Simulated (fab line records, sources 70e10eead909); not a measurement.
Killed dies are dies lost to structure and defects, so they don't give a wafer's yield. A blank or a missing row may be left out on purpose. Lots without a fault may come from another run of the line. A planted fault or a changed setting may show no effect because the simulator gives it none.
fab line records | flow nand_harc
record lots=5 wafers=15 last_day=33
route steps=1302 shown A_STAIRCASE@711
lots that met no fault: from a run of the same line without faults
start_h: hours from the record's first day to the start of the lot's first wafer shown | wait_h: hours since the lot's step before | " the same as in the row above | L1.1+2: a row that stands for several wafers | - no value, or no start given | * or withheld: withheld | < > ~ a bound
route shown NAME@n: a module of which the file shows steps, and the number in the route of the first | usual: mean/standard deviation of fault-free wafers | same: alike in all rows | chamber/n: place in a boat | sites: the reading at each site | _std_site: their standard deviation | _edge_site: outer sites' mean less inner sites' | radius_mm: how far each site lies from the wafer's centre | mask NAME#n: copy n | behind: the tool/chamber that last shaped the wafer | hold: why the lot was held/for how many hours/how that ended | device: the transistor (n, p or np) that didn't switch | end of line: the same wafers' tests at the end of the route | a step without rows: its recipe alone | killed: dies lost to structure and defects at the first sort, not the wafer's yield | map: a wafer's dies, x killed, . not, _ none there
set.NAME: the setting as run; set.NAME@STEP: as run at that earlier step | model.NAME: the simulator's own value behind a step, which no gauge read
lots at some steps of the route; a table a step, a row a wafer
services: from which hour (start_h, from the record's first day; less than 0 if before it) a tool's chamber was out of use, for how many hours, and why
## steps
# step NHARC_A_STAIRCASE_ETCH_197
# recipe target_depth_a=1000 time_s=40.5 ion_energy_ev=400 c4f8_flow_sccm=20 o2_flow_sccm=10 ar_flow_sccm=withheld rf_w=600 bias_w=1000 chemistry=C4F8/O2
# usual chamber_pressure_mTorr=25.000/0.024 oes_product_au=0.947/0.014 rf_vpp_V=895/3.9
# same time_s=40.5
# columns lot.wafer tool chamber start_h wait_h chamber_pressure_mTorr oes_product_au rf_hours_counter_h rf_vpp_V
L076.4 rie_diel-10 0 - - 24.979 0.966 58 888
L076.2 " 1 " " 24.996 0.945 54 895
L076.6 " 0 " " 24.995 0.958 - 889
L087.1 rie_diel-10 2 - - 25.020 0.957 22 899
L087.3 " 1 " " 25.042 0.956 20 895
L087.6 " 2 " " 24.962 0.958 - 901
L089.1 rie_diel-12 3 - - 24.955 0.978 17 898
L089.6 " 3 " " 24.992 0.968 - 897
L089.5 " 0 " " 24.958 0.958 - 892
L091.4 rie_diel-12 2 - - 24.962 0.942 20 896
L091.1 " 1 " " 24.986 0.946 21 895
L091.5 " 2 " " 25.015 0.931 - 896
L097.4 rie_diel-06 1 - - 25.036 0.930 35 888
L097.2 " 0 " " 24.995 0.950 34 899
L097.6 " 1 " " 24.971 0.947 - 889
# step NHARC_A_STAIRCASE_TRIM_198
# recipe time_s=211.2 o2_flow_sccm=500 ar_flow_sccm=0 bias_w=0 chemistry=O2
# usual chamber_pressure_mTorr=60.00/0.055 drypump_motor_current_A=5.7/0.51 o2_flow_sccm=499.8/1.4 oes_product_au=1.002/0.0094 rf_vpp_V=57.7/0.87 showerhead_plenum_p_Torr=3.50/0.1 throttle_valve_pct=17.036/0.01
# same time_s=211.2
# columns lot.wafer tool chamber start_h wait_h chamber_pressure_mTorr drypump_motor_current_A o2_flow_sccm oes_product_au rf_hours_counter_h rf_vpp_V showerhead_plenum_p_Torr throttle_valve_pct
L076.4 rie_diel-10 2 - - 60.07 6.0 500.4 0.985 56 58.6 3.66 17.041
L076.2 " 0 " " 59.99 5.7 499.6 1.022 58 58.1 3.31 17.055
L076.6 " 3 " " 59.91 5.0 499.7 1.008 - 58.9 3.59 17.037
L087.3 rie_diel-10 0 - - 59.90 5.7 498.9 1.006 19 56.2 3.29 17.046
L087.1 " 1 " " 60.11 6.5 499.8 1.004 20 58.5 3.49 17.045
L087.6 " 2 " " 59.95 5.9 500.2 0.981 - 58.2 3.64 17.048
L089.1 rie_diel-12 3 - - 59.98 6.0 497.9 0.996 17 57.7 3.55 17.031
L089.5 " 3 " " 60.02 6.0 497.3 1.003 - 59.3 3.55 17.030
L089.6 " 0 " " 59.95 6.1 497.0 1.002 - 58.6 3.42 17.049
L091.1 rie_diel-12 0 - - 60.02 6.1 498.5 1.006 21 56.9 3.42 17.034
L091.4 " 3 " " 59.92 6.0 500.1 1.010 20 58.2 3.55 17.032
L091.5 " 0 " " 59.99 6.1 501.6 1.011 - 56.5 3.42 17.052
L097.2 rie_diel-06 3 - - 60.07 5.3 499.0 1.015 35 56.3 3.44 17.024
L097.4 " 1 " " 60.09 6.0 500.5 1.013 35 56.9 3.31 17.034
L097.6 " 3 " " 59.96 5.3 498.8 1.022 - 56.6 3.44 17.015
# step NHARC_A_STAIRCASE_ETCH_199
# recipe target_depth_a=1000 time_s=40.5 ion_energy_ev=400 c4f8_flow_sccm=20 o2_flow_sccm=10 ar_flow_sccm=withheld rf_w=600 bias_w=1000 chemistry=C4F8/O2
# usual chamber_pressure_mTorr=25.00/0.04 oes_product_au=0.947/0.011 rf_vpp_V=895/3.9
# same time_s=40.5
# columns lot.wafer tool chamber start_h wait_h chamber_pressure_mTorr oes_product_au rf_hours_counter_h rf_vpp_V
L076.4 rie_diel-10 1 - - 25.02 0.948 55 895
L076.2 " 3 " " 24.98 0.949 58 898
L076.6 " 1 " " 25.01 0.966 - 895
L087.3 rie_diel-10 2 - - 25.00 0.941 23 901
L087.1 " 1 " " 24.99 0.951 20 893
L087.6 " 2 " " 25.00 0.950 - 900
L089.1 rie_diel-12 0 - - 24.95 0.954 19 892
L089.6 " 2 " " 25.01 0.953 - 895
L089.5 " 3 " " 24.99 0.959 - 897
L091.1 rie_diel-12 1 - - 25.01 0.946 21 895
L091.4 " 2 " " 25.04 0.951 20 895
L091.5 " 2 " " 25.00 0.947 - 895
L097.2 rie_diel-06 3 - - 24.98 0.948 35 893
L097.4 " 0 " " 25.04 0.939 34 897
L097.6 " 0 " " 24.96 0.940 - 898
# step NHARC_A_STAIRCASE_TRIM_200
# recipe time_s=211.2 o2_flow_sccm=500 ar_flow_sccm=0 bias_w=0 chemistry=O2
# usual chamber_pressure_mTorr=60.00/0.053 drypump_motor_current_A=5.7/0.51 o2_flow_sccm=500.0/1.6 oes_product_au=1.002/0.0098 rf_vpp_V=57.6/0.94 showerhead_plenum_p_Torr=3.49/0.1 throttle_valve_pct=17.036/0.01
# same time_s=211.2
# columns lot.wafer tool chamber start_h wait_h chamber_pressure_mTorr drypump_motor_current_A o2_flow_sccm oes_product_au rf_hours_counter_h rf_vpp_V showerhead_plenum_p_Torr throttle_valve_pct
L076.2 rie_diel-10 2 - - 59.96 5.9 500.0 0.991 56 57.8 3.66 17.029
L076.4 " 3 " " 59.96 5.0 499.9 1.005 58 58.7 3.59 17.037
L076.6 " 2 " " 60.01 5.9 500.2 0.990 - 57.3 3.66 17.036
L087.1 rie_diel-10 0 - - 59.98 5.7 500.0 1.012 19 57.9 3.29 17.023
L087.3 " 1 " " 59.98 6.5 501.1 0.988 20 58.3 3.49 17.038
L087.6 " 3 " " 60.01 5.0 502.6 1.007 - 58.2 3.57 17.027
L089.1 rie_diel-12 1 - - 60.03 5.9 501.2 1.011 19 57.4 3.48 17.049
L089.5 " 0 " " 60.00 6.1 500.7 1.001 - 55.4 3.42 17.050
L089.6 " 1 " " 60.03 5.9 503.6 1.010 - 59.0 3.48 17.026
L091.1 rie_diel-12 2 - - 59.99 5.8 499.6 1.003 20 59.1 3.51 17.037
L091.4 " 3 " " 60.07 6.0 500.6 1.003 20 57.5 3.55 17.013
L091.5 " 1 " " 60.02 5.9 501.8 1.002 - 57.7 3.48 17.031
L097.2 rie_diel-06 2 - - 59.91 4.6 497.6 1.008 37 57.7 3.54 17.043
L097.4 " 0 " " 59.99 6.4 500.0 1.020 35 56.0 3.56 17.026
L097.6 " 1 " " 60.03 6.0 499.6 1.007 - 57.1 3.31 17.026
# step NHARC_A_STAIRCASE_ETCH_201
# recipe target_depth_a=1000 time_s=40.5 ion_energy_ev=400 c4f8_flow_sccm=20 o2_flow_sccm=10 ar_flow_sccm=withheld rf_w=600 bias_w=1000 chemistry=C4F8/O2
# usual chamber_pressure_mTorr=24.999/0.023 oes_product_au=0.946/0.01 rf_vpp_V=895/3.9
# same time_s=40.5
# columns lot.wafer tool chamber start_h wait_h chamber_pressure_mTorr oes_product_au rf_hours_counter_h rf_vpp_V
L076.2 rie_diel-10 1 - - 24.993 0.960 55 895
L076.6 " 1 " " 24.992 0.964 - 895
L076.4 " 0 " " 25.002 0.964 - 886
L087.3 rie_diel-10 3 - - 24.995 0.952 22 897
L087.1 " 1 " " 24.999 0.947 20 895
L087.6 " 2 " " 24.979 0.931 - 899
L089.1 rie_diel-12 1 - - 25.062 0.948 19 894
L089.5 " 0 " " 24.968 0.945 - 892
L089.6 " 1 " " 24.946 0.944 - 893
L091.4 rie_diel-12 1 - - 25.046 0.930 21 895
L091.1 " 2 " " 25.031 0.937 20 896
L091.5 " 3 " " 24.986 0.950 - 896
L097.2 rie_diel-06 3 - - 25.023 0.962 35 893
L097.4 " 0 " " 25.028 0.949 35 896
L097.6 " 2 " " 25.025 0.952 - 897
# step NHARC_A_STAIRCASE_TRIM_202
# recipe time_s=211.2 o2_flow_sccm=500 ar_flow_sccm=0 bias_w=0 chemistry=O2
# usual chamber_pressure_mTorr=60.00/0.063 drypump_motor_current_A=5.8/0.49 o2_flow_sccm=500.1/1.4 oes_product_au=1.003/0.0089 rf_vpp_V=57.7/0.91 showerhead_plenum_p_Torr=3.49/0.1 throttle_valve_pct=17.036/0.0089
# same time_s=211.2
# columns lot.wafer tool chamber start_h wait_h chamber_pressure_mTorr drypump_motor_current_A o2_flow_sccm oes_product_au rf_hours_counter_h rf_vpp_V showerhead_plenum_p_Torr throttle_valve_pct
L076.2 rie_diel-10 0 - - 59.93 5.7 500.3 1.011 58 55.3 3.31 17.045
L076.4 " 1 " " 60.06 6.5 500.4 1.004 - 58.6 3.51 17.036
L076.6 " 3 " " 60.01 5.0 500.3 1.004 - 57.9 3.59 17.030
L087.3 rie_diel-10 0 - - 59.97 5.7 497.6 1.002 19 57.3 3.29 17.032
L087.1 " 1 " " 59.88 6.5 499.1 0.988 20 57.8 3.49 17.041
L087.6 " 1 " " 60.00 6.5 501.0 0.991 - 57.4 3.49 17.022
L089.1 rie_diel-12 0 - - 60.05 6.1 499.3 1.006 19 57.8 3.42 17.047
L089.6 " 3 " " 59.99 6.0 500.5 1.008 - 59.0 3.55 17.039
L089.5 " 0 " " 60.04 6.1 499.2 0.998 - 57.3 3.42 17.044
L091.4 rie_diel-12 1 - - 59.89 5.9 497.5 0.995 21 58.1 3.48 17.037
L091.1 " 2 " " 60.09 5.8 500.2 0.994 20 57.8 3.51 17.039
L091.5 " 3 " " 60.02 6.0 502.1 1.004 - 58.5 3.55 17.044
L097.4 rie_diel-06 0 - - 60.09 6.4 501.8 1.014 35 57.1 3.56 17.052
L097.2 " 3 " " 59.96 5.3 498.2 1.010 35 56.1 3.44 17.033
L097.6 " 0 " " 60.03 6.4 499.6 1.010 - 56.2 3.56 17.044
# step NHARC_A_STAIRCASE_ETCH_203
# recipe target_depth_a=1000 time_s=40.5 ion_energy_ev=400 c4f8_flow_sccm=20 o2_flow_sccm=10 ar_flow_sccm=withheld rf_w=600 bias_w=1000 chemistry=C4F8/O2
# usual chamber_pressure_mTorr=25.00/0.035 oes_product_au=0.946/0.0096 rf_vpp_V=895/3.6
# same time_s=40.5
# columns lot.wafer tool chamber start_h wait_h chamber_pressure_mTorr oes_product_au rf_hours_counter_h rf_vpp_V
L076.2 rie_diel-10 3 - - 25.00 0.944 58 898
L076.4 " 0 " " 24.99 0.964 - 888
L076.6 " 1 " " 25.01 0.959 - 893
L087.1 rie_diel-10 1 - - 25.02 0.939 21 896
L087.3 " 2 " " 24.99 0.947 23 900
L087.6 " 1 " " 24.96 0.942 - 895
L089.1 rie_diel-12 1 - - 25.01 0.951 19 894
L089.6 " 3 " " 25.03 0.946 - 898
L089.5 " 0 " " 25.02 0.941 - 893
L091.4 rie_diel-12 3 - - 25.04 0.958 21 897
L091.1 " 2 " " 25.02 0.959 20 894
L091.5 " 0 " " 25.02 0.955 - 892
L097.2 rie_diel-06 0 - - 24.99 0.948 35 897
L097.4 " 2 " " 24.98 0.937 37 895
L097.6 " 3 " " 24.95 0.950 - 894
# step NHARC_A_STAIRCASE_STRIP_205
# recipe power_w=1500 temp_c=250 chemistry=O2
# usual drypump_motor_current_A=5.6/0.37 heater_power_w=341/31
# columns lot.wafer tool chamber start_h wait_h drypump_motor_current_A heater_power_w rf_hours_counter_h
L076.2 plasma_asher-02 1 394.48 0.1 5.2 339 31
L076.4 " 0 " " 5.6 348 -
L076.6 " 0 " " 5.7 358 -
L087.1 plasma_asher-02 1 494.70 0.1 5.2 328 13
L087.3 " 1 " " 5.2 330 -
L087.6 " 0 " " 5.6 354 -
L089.1 plasma_asher-02 1 508.72 0.1 5.2 336 17
L089.5 " 1 " " 5.2 317 -
L089.6 " 0 " " 5.7 356 -
L091.1 plasma_asher-02 0 518.47 0.1 5.7 354 19
L091.4 " 0 " " 5.7 351 -
L091.5 " 0 " " 5.7 353 -
L097.2 plasma_asher-02 0 589.32 0.1 5.7 347 34
L097.4 " 1 " " 5.2 320 -
L097.6 " 0 " " 5.7 351 -
# step NHARC_A_STAIRCASE_STRIP_206
# recipe time_s=900 temp_c=130 chemistry=SPM
# same time_s=900
# columns lot.wafer tool chamber start_h wait_h
L076.6+4+2 wet_bench-05 7,0,1 394.79 0.1
L087.1+3+6 wet_bench-05 2,3,4 495.03 0.3
L089.5+6+1 wet_bench-02 4,5,7 509.08 0.1
L091.1+5+4 wet_bench-05 3,6,0 518.78 0.3
L097.6+4+2 wet_bench-02 6,0,1 589.67 0.1
# step NHARC_A_STAIRCASE_PRECLEAN_207
# recipe time_s=* temp_c=50 bath_age_min=0 chemistry=SC1
# same time_s=*
# columns lot.wafer tool chamber start_h wait_h
L076.6+4+2 wet_bench-05 7,0,1 - -
L087.1+3+6 wet_bench-05 2,3,4 - -
L089.5+6+1 wet_bench-02 4,5,7 - -
L091.1+5+4 wet_bench-05 3,6,0 - -
L097.6+4+2 wet_bench-02 6,0,1 - -
# step NHARC_A_STAIRCASE_SRD_208
# columns lot.wafer tool chamber start_h wait_h
L076.6+4+2 wet_bench-05 7,0,1 - -
L087.1+3+6 wet_bench-05 2,3,4 - -
L089.5+6+1 wet_bench-02 4,5,7 - -
L091.1+5+4 wet_bench-05 3,6,0 - -
L097.6+4+2 wet_bench-02 6,0,1 - -
# step NHARC_A_STAIRCASE_DEHYDRATE_209
# recipe temp_c=150 time_s=120
# usual chill_plate_temp_C=22.99/0.12
# same time_s=120
# columns lot.wafer tool chamber start_h wait_h chill_plate_temp_C
L076.2 litho_track-02 0 395.23 - 23.03
L076.4 " 0 " " 23.12
L076.6 " 0 " " 23.07
L087.1 litho_track-02 0 495.46 - 23.01
L087.3 " 0 " " 23.11
L087.6 " 0 " " 22.97
L089.1 litho_track-07 0 509.53 - 22.91
L089.5 " 0 " " 22.89
L089.6 " 0 " " 23.00
L091.1 litho_track-07 0 519.23 - 23.20
L091.4 " 0 " " 23.21
L091.5 " 0 " " 23.17
L097.2 litho_track-02 0 590.12 - 22.74
L097.4 " 0 " " 22.92
L097.6 " 0 " " 22.94
# step NHARC_A_STAIRCASE_HMDS_210
# recipe time_s=30
# usual chill_plate_temp_C=23.02/0.11
# same time_s=30
# columns lot.wafer tool chamber start_h wait_h chill_plate_temp_C
L076.2 litho_track-02 0 - - 23.22
L076.4 " 0 " " 23.25
L076.6 " 0 " " 23.02
L087.1 litho_track-02 0 - - 22.90
L087.3 " 0 " " 23.06
L087.6 " 0 " " 22.99
L089.1 litho_track-07 0 - - 22.85
L089.5 " 0 " " 23.00
L089.6 " 0 " " 23.08
L091.1 litho_track-07 0 - - 23.22
L091.4 " 0 " " 23.19
L091.5 " 0 " " 23.10
L097.2 litho_track-02 0 - - 23.15
L097.4 " 0 " " 23.08
L097.6 " 0 " " 23.09
# step NHARC_A_STAIRCASE_COAT_211
# recipe spin_rpm=1200
# usual chill_plate_temp_C=22.98/0.11
# columns lot.wafer tool chamber start_h wait_h chill_plate_temp_C
L076.2 litho_track-02 0 - - 22.99
L076.4 " 0 " " 23.01
L076.6 " 0 " " 22.76
L087.1 litho_track-02 0 - - 22.86
L087.3 " 0 " " 22.95
L087.6 " 0 " " 22.93
L089.1 litho_track-07 0 - - 23.08
L089.5 " 0 " " 23.16
L089.6 " 0 " " 22.96
L091.1 litho_track-07 0 - - 22.94
L091.4 " 0 " " 22.89
L091.5 " 0 " " 22.89
L097.2 litho_track-02 0 - - 22.98
L097.4 " 0 " " 22.92
L097.6 " 0 " " 22.88
# step NHARC_A_STAIRCASE_SOFTBAKE_212
# recipe temp_c=135 time_s=170
# usual chill_plate_temp_C=22.98/0.099
# same time_s=170
# columns lot.wafer tool chamber start_h wait_h chill_plate_temp_C
L076.2 litho_track-02 0 - - 23.04
L076.4 " 0 " " 22.94
L076.6 " 0 " " 22.94
L087.1 litho_track-02 0 - - 22.99
L087.3 " 0 " " 22.97
L087.6 " 0 " " 22.98
L089.1 litho_track-07 0 - - 22.97
L089.5 " 0 " " 22.97
L089.6 " 0 " " 22.91
L091.1 litho_track-07 0 - - 22.87
L091.4 " 0 " " 22.83
L091.5 " 0 " " 23.02
L097.2 litho_track-02 0 - - 23.02
L097.4 " 0 " " 23.09
L097.6 " 0 " " 23.07
# step NHARC_A_STAIRCASE_EBR_213
# usual chill_plate_temp_C=23.00/0.1
# columns lot.wafer tool chamber start_h wait_h chill_plate_temp_C
L076.2 litho_track-02 0 - - 23.06
L076.4 " 0 " " 23.07
L076.6 " 0 " " 22.98
L087.1 litho_track-02 0 - - 22.81
L087.3 " 0 " " 22.83
L087.6 " 0 " " 22.83
L089.1 litho_track-07 0 - - 23.18
L089.5 " 0 " " 23.15
L089.6 " 0 " " 22.99
L091.1 litho_track-07 0 - - 22.88
L091.4 " 0 " " 23.06
L091.5 " 0 " " 23.08
L097.2 litho_track-02 0 - - 23.11
L097.4 " 0 " " 23.07
L097.6 " 0 " " 22.96
# step NHARC_A_STAIRCASE_EXPOSE_214
# recipe na=0.5 dose_mj=31.26 mask_id=STAIR_3
# columns lot.wafer tool chamber start_h wait_h mask
L076.2+4+6 krf_scanner-01 0 395.57 - STAIR_3#0
L087.1+3+6 krf_scanner-04 0 495.79 - STAIR_3#0
L089.1+5+6 krf_scanner-01 0 509.86 - STAIR_3#0
L091.1+4+5 krf_scanner-03 0 519.56 - STAIR_3#0
L097.2+4+6 krf_scanner-01 0 590.46 - STAIR_3#0
# step NHARC_A_STAIRCASE_PEB_215
# recipe peb_temp_c=115 peb_time_s=130
# usual chill_plate_temp_C=23.01/0.1
# columns lot.wafer tool chamber start_h wait_h chill_plate_temp_C
L076.2 litho_track-03 0 395.63 0.1 23.02
L076.4 " 0 " " 23.11
L076.6 " 0 " " 22.94
L087.1 litho_track-03 0 495.85 0.1 23.14
L087.3 " 0 " " 22.97
L087.6 " 0 " " 23.09
L089.1 litho_track-07 0 509.93 0.1 23.00
L089.5 " 0 " " 22.95
L089.6 " 0 " " 23.06
L091.1 litho_track-02 0 519.63 0.1 22.97
L091.4 " 0 " " 22.94
L091.5 " 0 " " 23.05
L097.2 litho_track-07 0 590.52 0.1 23.07
L097.4 " 0 " " 23.08
L097.6 " 0 " " 22.93
# step NHARC_A_STAIRCASE_DEVELOP_216
# recipe time_s=140
# usual chill_plate_temp_C=23.02/0.11
# same time_s=140
# columns lot.wafer tool chamber start_h wait_h chill_plate_temp_C
L076.2 litho_track-03 0 - - 22.98
L076.4 " 0 " " 23.05
L076.6 " 0 " " 23.15
L087.1 litho_track-03 0 - - 23.11
L087.3 " 0 " " 23.04
L087.6 " 0 " " 23.02
L089.1 litho_track-07 0 - - 22.83
L089.5 " 0 " " 22.96
L089.6 " 0 " " 22.86
L091.1 litho_track-02 0 - - 22.94
L091.4 " 0 " " 22.88
L091.5 " 0 " " 23.02
L097.2 litho_track-07 0 - - 23.29
L097.4 " 0 " " 23.34
L097.6 " 0 " " 23.30
# step NHARC_A_STAIRCASE_HARDBAKE_218
# recipe temp_c=120 time_s=140
# usual chill_plate_temp_C=23.03/0.12
# same time_s=140
# columns lot.wafer tool chamber start_h wait_h chill_plate_temp_C
L076.2 litho_track-07 0 395.86 - 23.12
L076.4 " 0 " " 23.00
L076.6 " 0 " " 23.02
L087.1 litho_track-02 0 496.07 - 23.22
L087.3 " 0 " " 22.98
L087.6 " 0 " " 23.06
L089.1 litho_track-02 0 510.14 - 23.04
L089.5 " 0 " " 23.08
L089.6 " 0 " " 23.11
L091.1 litho_track-03 0 519.85 - 23.05
L091.4 " 0 " " 22.98
L091.5 " 0 " " 23.00
L097.2 litho_track-03 0 590.75 - 23.04
L097.4 " 0 " " 23.18
L097.6 " 0 " " 23.29
# step NHARC_A_STAIRCASE_DESCUM_219
# recipe time_s=3 o2_flow_sccm=200 ar_flow_sccm=0 bias_power_w=0 chemistry=O2
# usual chamber_pressure_mTorr=60.00/0.058 drypump_motor_current_A=5.7/0.52 o2_flow_sccm=200.0/0.58 oes_product_au=1.002/0.011 rf_vpp_V=57.7/0.85 showerhead_plenum_p_Torr=1.89/0.059 throttle_valve_pct=11.311/0.0096
# same time_s=3
# columns lot.wafer tool chamber start_h wait_h chamber_pressure_mTorr drypump_motor_current_A o2_flow_sccm oes_product_au rf_hours_counter_h rf_vpp_V showerhead_plenum_p_Torr throttle_valve_pct
L076.2 rie_diel-12 3 395.98 - 59.99 6.0 199.4 0.997 36 57.7 1.94 11.308
L076.4 " 0 " " 59.99 6.1 198.5 0.994 37 57.5 1.86 11.297
L076.6 " 2 " " 60.06 5.7 200.1 0.987 - 57.0 1.92 11.318
L087.1 rie_diel-10 3 496.16 - 60.03 5.0 200.3 0.995 22 56.7 1.94 11.318
L087.3 " 2 " " 60.09 5.9 200.9 0.982 23 58.8 1.98 11.304
L087.6 " 0 " " 59.94 5.7 200.3 1.009 - 57.8 1.78 11.320
L089.1 rie_diel-06 2 510.24 - 60.07 4.6 200.0 1.008 4 58.3 1.93 11.322
L089.5 " 2 " " 60.04 4.6 200.5 0.996 - 58.0 1.93 11.318
L089.6 " 3 " " 59.97 5.3 200.9 1.014 - 59.0 1.87 11.297
L091.1 rie_diel-06 1 520.27 - 60.03 6.0 199.1 1.016 8 58.8 1.80 11.307
L091.4 " 0 " " 59.99 6.4 200.2 1.016 7 57.8 1.94 11.299
L091.5 " 1 " " 60.01 6.0 200.1 1.001 - 57.9 1.80 11.319
L097.4 rie_diel-10 1 590.84 - 60.08 6.5 200.3 1.005 58 56.4 1.88 11.324
L097.2 " 2 " " 60.03 6.0 199.3 0.981 63 59.6 1.96 11.309
L097.6 " 0 " " 59.97 5.6 199.8 1.005 - 58.3 1.77 11.322
# step NHARC_A_STAIRCASE_TRIM_220
# recipe time_s=211.2 o2_flow_sccm=500 ar_flow_sccm=0 bias_w=0 chemistry=O2
# usual chamber_pressure_mTorr=60.00/0.056 drypump_motor_current_A=5.8/0.5 o2_flow_sccm=500.0/1.6 oes_product_au=1.000/0.011 rf_vpp_V=57.8/0.9 showerhead_plenum_p_Torr=3.50/0.098 throttle_valve_pct=17.036/0.0084
# same time_s=211.2
# columns lot.wafer tool chamber start_h wait_h chamber_pressure_mTorr drypump_motor_current_A o2_flow_sccm oes_product_au rf_hours_counter_h rf_vpp_V showerhead_plenum_p_Torr throttle_valve_pct
L076.2 rie_diel-12 2 396.07 0.1 60.01 5.8 497.5 0.988 35 57.6 3.53 17.039
L076.4 " 0 " " 59.99 6.1 498.9 0.994 37 57.2 3.44 17.019
L076.6 " 1 " " 59.95 5.9 502.9 0.991 - 59.1 3.51 17.034
L087.1 rie_diel-10 1 496.25 0.1 60.09 6.5 498.1 0.999 21 58.1 3.49 17.031
L087.3 " 2 " " 59.98 5.9 502.6 0.988 23 58.6 3.64 17.030
L087.6 " 1 " " 59.99 6.5 498.1 0.988 - 58.2 3.49 17.030
L089.1 rie_diel-06 3 510.32 0.1 59.91 5.3 501.7 1.005 4 57.1 3.46 17.017
L089.5 " 3 " " 60.01 5.3 501.2 1.002 - 56.8 3.46 17.027
L089.6 " 0 " " 60.05 6.4 499.4 1.002 - 59.1 3.58 17.027
L091.1 rie_diel-06 0 520.50 0.2 59.93 6.4 500.0 1.015 8 56.9 3.57 17.028
L091.4 " 2 " " 59.97 4.6 499.0 1.009 9 57.3 3.56 17.036
L091.5 " 0 " " 60.02 6.4 499.4 1.005 - 57.4 3.57 17.032
L097.4 rie_diel-10 3 590.93 0.1 59.97 5.0 502.0 0.984 54 58.3 3.56 17.022
L097.2 " 0 " " 59.99 5.7 498.8 0.995 49 55.6 3.28 17.038
L097.6 " 3 " " 59.97 5.0 502.0 0.997 - 58.4 3.56 17.040
# step NHARC_A_STAIRCASE_ETCH_221
# recipe target_depth_a=1000 time_s=40.5 ion_energy_ev=400 c4f8_flow_sccm=20 o2_flow_sccm=10 ar_flow_sccm=withheld rf_w=600 bias_w=1000 chemistry=C4F8/O2
# usual chamber_pressure_mTorr=25.001/0.021 oes_product_au=0.942/0.014 rf_vpp_V=895/3.8
# same time_s=40.5
# columns lot.wafer tool chamber start_h wait_h chamber_pressure_mTorr oes_product_au rf_hours_counter_h rf_vpp_V
L076.2 rie_diel-12 2 - - 25.008 0.927 36 897
L076.4 " 0 " " 25.036 0.927 37 893
L076.6 " 2 " " 24.990 0.926 - 895
L087.1 rie_diel-10 2 - - 25.036 0.940 23 899
L087.3 " 3 " " 24.976 0.952 22 898
L087.6 " 0 " " 25.006 0.952 - 887
L089.1 rie_diel-06 1 - - 24.998 0.957 5 889
L089.5 " 2 " " 24.988 0.963 - 897
L089.6 " 3 " " 25.011 0.949 - 892
L091.1 rie_diel-06 1 - - 25.014 0.925 8 889
L091.4 " 3 " " 24.982 0.939 8 894
L091.5 " 1 " " 25.018 0.922 - 889
L097.4 rie_diel-10 3 - - 25.001 0.936 54 898
L097.2 " 0 " " 24.999 0.950 49 887
L097.6 " 1 " " 24.967 0.935 - 893
# step NHARC_A_STAIRCASE_TRIM_222
# recipe time_s=211.2 o2_flow_sccm=500 ar_flow_sccm=0 bias_w=0 chemistry=O2
# usual chamber_pressure_mTorr=60.00/0.055 drypump_motor_current_A=5.7/0.53 o2_flow_sccm=499.8/1.5 oes_product_au=1.002/0.0094 rf_vpp_V=57.7/1 showerhead_plenum_p_Torr=3.49/0.099 throttle_valve_pct=17.036/0.0094
# same time_s=211.2
# columns lot.wafer tool chamber start_h wait_h chamber_pressure_mTorr drypump_motor_current_A o2_flow_sccm oes_product_au rf_hours_counter_h rf_vpp_V showerhead_plenum_p_Torr throttle_valve_pct
L076.2 rie_diel-12 3 - - 60.04 6.0 498.3 1.006 36 59.5 3.58 17.028
L076.4 " 0 " " 59.99 6.1 499.0 0.979 37 57.7 3.44 17.056
L076.6 " 3 " " 60.00 6.0 497.8 0.997 - 57.0 3.58 17.032
L087.1 rie_diel-10 1 - - 60.04 6.5 500.4 0.984 21 58.3 3.49 17.055
L087.3 " 3 " " 60.07 5.0 501.9 0.989 22 58.5 3.57 17.029
L087.6 " 1 " " 60.01 6.5 498.8 0.993 - 57.3 3.49 17.050
L089.1 rie_diel-06 0 - - 59.97 6.4 498.9 1.006 5 55.2 3.58 17.043
L089.5 " 2 " " 60.03 4.6 499.1 1.006 - 58.0 3.56 17.024
L089.6 " 3 " " 59.97 5.3 499.5 1.017 - 57.5 3.46 17.025
L091.4 rie_diel-06 2 - - 60.01 4.6 500.5 0.993 9 57.8 3.56 17.049
L091.1 " 3 " " 60.02 5.4 500.3 1.008 8 57.7 3.46 17.040
L091.5 " 2 " " 59.94 4.6 503.1 1.001 - 58.9 3.56 17.024
L097.2 rie_diel-10 3 - - 59.98 5.0 499.2 0.997 54 57.8 3.56 17.033
L097.4 " 0 " " 59.97 5.7 500.4 1.006 50 57.5 3.28 17.037
L097.6 " 3 " " 60.02 5.0 500.8 0.998 - 58.1 3.56 17.046
# step NHARC_A_STAIRCASE_ETCH_223
# recipe target_depth_a=1000 time_s=40.5 ion_energy_ev=400 c4f8_flow_sccm=20 o2_flow_sccm=10 ar_flow_sccm=withheld rf_w=600 bias_w=1000 chemistry=C4F8/O2
# usual chamber_pressure_mTorr=25.002/0.021 oes_product_au=0.944/0.011 rf_vpp_V=895/3.9
# same time_s=40.5
# columns lot.wafer tool chamber start_h wait_h chamber_pressure_mTorr oes_product_au rf_hours_counter_h rf_vpp_V
L076.2 rie_diel-12 1 - - 24.991 0.941 37 895
L076.4 " 3 " " 25.009 0.922 36 898
L076.6 " 1 " " 25.007 0.938 - 893
L087.3 rie_diel-10 0 - - 24.994 0.954 20 886
L087.1 " 2 " " 24.983 0.942 23 900
L087.6 " 0 " " 25.010 0.953 - 887
L089.1 rie_diel-06 1 - - 25.020 0.958 5 887
L089.6 " 0 " " 25.011 0.954 - 897
L089.5 " 1 " " 24.969 0.968 - 889
L091.1 rie_diel-06 0 - - 25.007 0.939 8 898
L091.4 " 2 " " 25.021 0.945 9 897
L091.5 " 0 " " 25.035 0.936 - 896
L097.2 rie_diel-10 3 - - 25.029 0.934 54 898
L097.4 " 0 " " 24.977 0.944 50 886
L097.6 " 0 " " 25.017 0.943 - 888
## services
# columns tool chamber start_h hours kind
plasma_asher-02 - 377.13 1.9 repair
rie_diel-06 0 382.08 59.9 repair
rie_diel-06 2 392.11 8.8 repair
krf_scanner-03 - 393.52 3.0 repair
rie_diel-10 2 393.98 2.7 repair
litho_track-02 - 402.00 7.0 pm
rie_diel-10 - 419.65 9.0 pm
wet_bench-02 - 420.00 8.0 pm
litho_track-07 - 426.00 7.0 pm
plasma_asher-02 - 426.08 9.0 pm
rie_diel-06 3 426.35 13.7 repair
wet_bench-05 - 436.80 8.0 pm
krf_scanner-01 - 445.72 16.7 repair
rie_diel-12 - 446.86 9.0 pm
litho_track-03 - 450.00 7.0 pm
wet_bench-02 - 466.69 1.3 repair
rie_diel-06 0 474.62 15.1 repair
krf_scanner-01 - 475.74 0.4 repair
rie_diel-06 - 486.56 9.0 pm
krf_scanner-01 - 493.35 4.0 pm
wet_bench-02 - 546.08 4.8 repair
rie_diel-06 3 557.88 3.3 repair
rie_diel-12 0 570.96 13.3 repair
litho_track-02 - 577.00 7.0 pm
## key
fault none
